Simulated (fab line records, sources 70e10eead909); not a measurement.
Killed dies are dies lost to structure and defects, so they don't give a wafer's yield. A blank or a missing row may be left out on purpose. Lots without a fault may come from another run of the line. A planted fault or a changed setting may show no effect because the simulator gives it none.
Which tool did it? | flow nand_harc | 13 lots, 39 wafers sampled, at 6 steps of a route of 1302

WHAT THE GAUGES READ, wafer by wafer
NHARC_A_ONON_D2_THK_MEAS_24: measures by ellipsometry.
lot  | measured     | on            | thk_nm (nm)
L784 | day 12 21:27 | film_metro-02 | 1016 1017 1016
L786 | day 13 17:04 | film_metro-01 | 998 995 998
L785 | day 13 17:04 | film_metro-02 | 983 982 982
L788 | day 14 18:05 | film_metro-01 | 1010 1009 1009
L792 | day 16 07:49 | film_metro-01 | 992 992 991
L793 | day 16 23:41 | film_metro-01 | 712 713 713
L794 | day 17 08:45 | film_metro-01 | 711 712 712
L802 | day 20 08:26 | film_metro-01 | 989 989 987
L801 | day 20 08:25 | film_metro-02 | 995 996 995
L804 | day 21 01:54 | film_metro-01 | 1012 1012 1012
L803 | day 21 01:54 | film_metro-02 | 999 1000 996
L805 | day 22 04:02 | film_metro-01 | 1005 1008 1008
L806 | day 22 04:01 | film_metro-02 | 1003 1001 1000

NHARC_END_SORT_01.
lot  | measured     | on        | killed_at_array | killed_at_other | killed_at_periphery | killed_dies | killed_open | killed_short
L792 | day 27 17:02 | prober-02 | 65 80 75        | 0 2 0           | 7 14 2              | 72 96 77    | 1 7 3       | 2 3 2
L793 | day 28 15:52 | prober-01 | 673 670 673     | 1 0 1           | 3 7 3               | 677 677 677 | 2 3 1       | 4 2 1
L794 | day 29 03:04 | prober-02 | 674 671 672     | 0 1 0           | 3 5 5               | 677 677 677 | 4 5 2       | 1 2 2
L803 | day 32 21:46 | prober-02 | 43 28 27        | 0 0 0           | 3 4 1               | 46 32 28    | 6 2 1       | 3 0 0

WHICH TOOL RAN EACH LOT (tool, then ch and the chambers of the sampled wafers, then the start)
lot  | NHARC_A_DECK1_JOINT_ETCHBACK_00  | NHARC_A_DECK1_JOINT_DEP_16      | NHARC_A_ONON_D2_DEP_22           | NHARC_A_CHANNEL_HOLE_D2_DEP_01
L784 | rie_si-04 ch 2,3, day 11 11:46   | pecvd-03 ch 0,1, day 12 09:25   | pecvd_onon-01 ch 0, day 12 21:03 | pecvd-04 ch 0,1, day 13 01:07
L786 | rie_si-04 ch 0,2,3, day 12 00:44 | pecvd-02 ch 0,2, day 13 02:51   | pecvd_onon-01 ch 0, day 13 16:33 | pecvd-04 ch 0,1,2, day 14 00:30
L785 | rie_si-01 ch 1,2,3, day 12 00:45 | pecvd-01 ch 1,2, day 13 02:50   | pecvd_onon-04 ch 0, day 13 16:37 | pecvd-03 ch 0,2, day 13 22:46
L788 | rie_si-06 ch 0,2,3, day 13 05:44 | pecvd-02 ch 0,1,2, day 14 03:04 | pecvd_onon-02 ch 0, day 14 17:38 | pecvd-04 ch 0,1,2, day 15 01:07
L792 | rie_si-01 ch 2,3, day 14 23:49   | pecvd-03 ch 1,2, day 15 21:19   | pecvd_onon-01 ch 0, day 16 07:18 | pecvd-04 ch 1,2, day 16 14:28
L793 | rie_si-06 ch 1,2, day 15 09:53   | pecvd-02 ch 0,2, day 16 11:40   | pecvd_onon-04 ch 0, day 16 23:17 | -
L794 | rie_si-06 ch 0,1, day 15 21:25   | pecvd-03 ch 0,1, day 16 20:52   | pecvd_onon-04 ch 0, day 17 08:14 | -
L802 | rie_si-01 ch 0,1, day 18 19:03   | pecvd-02 ch 1,2, day 19 20:05   | pecvd_onon-04 ch 0, day 20 07:59 | pecvd-03 ch 0,1, day 20 15:07
L801 | rie_si-04 ch 0,2,3, day 18 19:04 | pecvd-03 ch 0,1, day 19 20:04   | pecvd_onon-01 ch 0, day 20 07:57 | pecvd-04 ch 0,2, day 20 14:23
L804 | rie_si-06 ch 1,3, day 19 16:03   | pecvd-02 ch 0,1,2, day 20 13:36 | pecvd_onon-01 ch 0, day 21 01:26 | pecvd-04 ch 0,1, day 21 07:32
L803 | rie_si-01 ch 0,1,2, day 19 20:02 | pecvd-02 ch 0,1,2, day 20 16:11 | pecvd_onon-02 ch 0, day 21 01:26 | pecvd-04 ch 1,2, day 21 05:37
L805 | rie_si-01 ch 0,2,3, day 20 07:49 | pecvd-03 ch 0,1,2, day 21 12:05 | pecvd_onon-04 ch 0, day 22 03:37 | pecvd-03 ch 0,2, day 22 07:45
L806 | rie_si-06 ch 1,2,3, day 20 15:04 | pecvd-02 ch 0,1,2, day 21 19:04 | pecvd_onon-02 ch 0, day 22 03:30 | pecvd-02 ch 0,1,2, day 22 07:43
- NHARC_A_DECK1_JOINT_ETCHBACK_00: etches the open film in HBr, target depth 30 nm, time 17.4 s.
- NHARC_A_DECK1_JOINT_DEP_16: deposits SiO2, target thk 45 nm.
- NHARC_A_ONON_D2_DEP_22: target thk 1000 nm.
- NHARC_A_CHANNEL_HOLE_D2_DEP_01: deposits SiON, target thk 140 nm.

WHAT THE TOOLS THEMSELVES READ (means of the sampled wafers that have a number; where no wafer has one, the mark that the record gives instead)
NHARC_A_DECK1_JOINT_ETCHBACK_00.
lot  | tool      | drypump_motor_current_A (A) | oes_product_au (a.u.) | throttle_valve_pct (%)
L784 | rie_si-04 | 5.5                         | 1.005                 | 23.270
L786 | rie_si-04 | 5.5                         | 0.996                 | 23.270
L785 | rie_si-01 | 5.8                         | 0.995                 | 23.271
L788 | rie_si-06 | 5.2                         | 1.006                 | 23.260
L792 | rie_si-01 | 6.1                         | 0.999                 | 23.269
L793 | rie_si-06 | 5.4                         | 1.005                 | 23.260
L794 | rie_si-06 | 5.7                         | 0.997                 | 23.262
L802 | rie_si-01 | 5.6                         | 0.996                 | 23.265
L801 | rie_si-04 | 5.4                         | 1.012                 | 23.257
L804 | rie_si-06 | 5.7                         | 0.995                 | 23.258
L803 | rie_si-01 | 5.6                         | 1.007                 | 23.266
L805 | rie_si-01 | 5.8                         | 0.999                 | 23.268
L806 | rie_si-06 | 5.4                         | 0.995                 | 23.258

NHARC_A_DECK1_JOINT_DEP_16.
lot  | tool     | heater_power_w (W) | throttle_valve_pct (%)
L784 | pecvd-03 | 508                | 16.2
L786 | pecvd-02 | 601                | 16.3
L785 | pecvd-01 | 474                | 17.1
L788 | pecvd-02 | 535                | 15.9
L792 | pecvd-03 | 536                | 16.2
L793 | pecvd-02 | 648                | 16.5
L794 | pecvd-03 | 600                | 16.0
L802 | pecvd-02 | 575                | 15.5
L801 | pecvd-03 | 537                | 16.1
L804 | pecvd-02 | 619                | 15.7
L803 | pecvd-02 | 584                | 15.7
L805 | pecvd-03 | 543                | 16.2
L806 | pecvd-02 | 585                | 15.9

NHARC_A_ONON_D2_DEP_22.
lot  | tool          | nh3_flow_sccm (sccm)
L784 | pecvd_onon-01 | 499.9
L786 | pecvd_onon-01 | 500.4
L785 | pecvd_onon-04 | 501.5
L788 | pecvd_onon-02 | 501.1
L792 | pecvd_onon-01 | 500.1
L793 | pecvd_onon-04 | 499.5
L794 | pecvd_onon-04 | 498.0
L802 | pecvd_onon-04 | 500.1
L801 | pecvd_onon-01 | 497.5
L804 | pecvd_onon-01 | 499.3
L803 | pecvd_onon-02 | 501.0
L805 | pecvd_onon-04 | 501.0
L806 | pecvd_onon-02 | 500.5

NHARC_A_CHANNEL_HOLE_D2_DEP_01.
lot  | tool     | heater_power_w (W)
L784 | pecvd-04 | 869
L786 | pecvd-04 | 875
L785 | pecvd-03 | 664
L788 | pecvd-04 | 873
L792 | pecvd-04 | 839
L802 | pecvd-03 | 710
L801 | pecvd-04 | 759
L804 | pecvd-04 | 870
L803 | pecvd-04 | 867
L805 | pecvd-03 | 709
L806 | pecvd-02 | 792

THE ANSWER, worked out from the rows above alone
Rule: what is usual is taken from the lots themselves. Put in order of their means at a reading, lots are off if they are a third of the lots or fewer, leave a main group of 4 or more, and stand apart from it by a gap of 3 or more times the standard deviation of the main group's means; of several such gaps the widest counts. A main group whose means are all the same, to the digits that the tables above print for the reading, isn't used. A lot without any number at a reading at which 4 lots or more have one is off too. The other lots that the step has rows for count as sound. The gauges are gone through in route order, then the tools' own readings, and for those a lot's mean is taken as printed above. The first step at which some lot is off is used, and at that step the reading that is off furthest; a lot without a number counts as furthest.
Off: L793, L794, at NHARC_A_ONON_D2_THK_MEAS_24 (thk_nm). The main group: mean 1000 nm, standard deviation 10.
A tool fits if, at a process step before that reading, it ran every lot that is off, and no sound lot after the first of them. The gauges at NHARC_A_ONON_D2_THK_MEAS_24 are tried like those tools. None of those tried fits.

WHAT THE SIMULATOR HAD PUT IN
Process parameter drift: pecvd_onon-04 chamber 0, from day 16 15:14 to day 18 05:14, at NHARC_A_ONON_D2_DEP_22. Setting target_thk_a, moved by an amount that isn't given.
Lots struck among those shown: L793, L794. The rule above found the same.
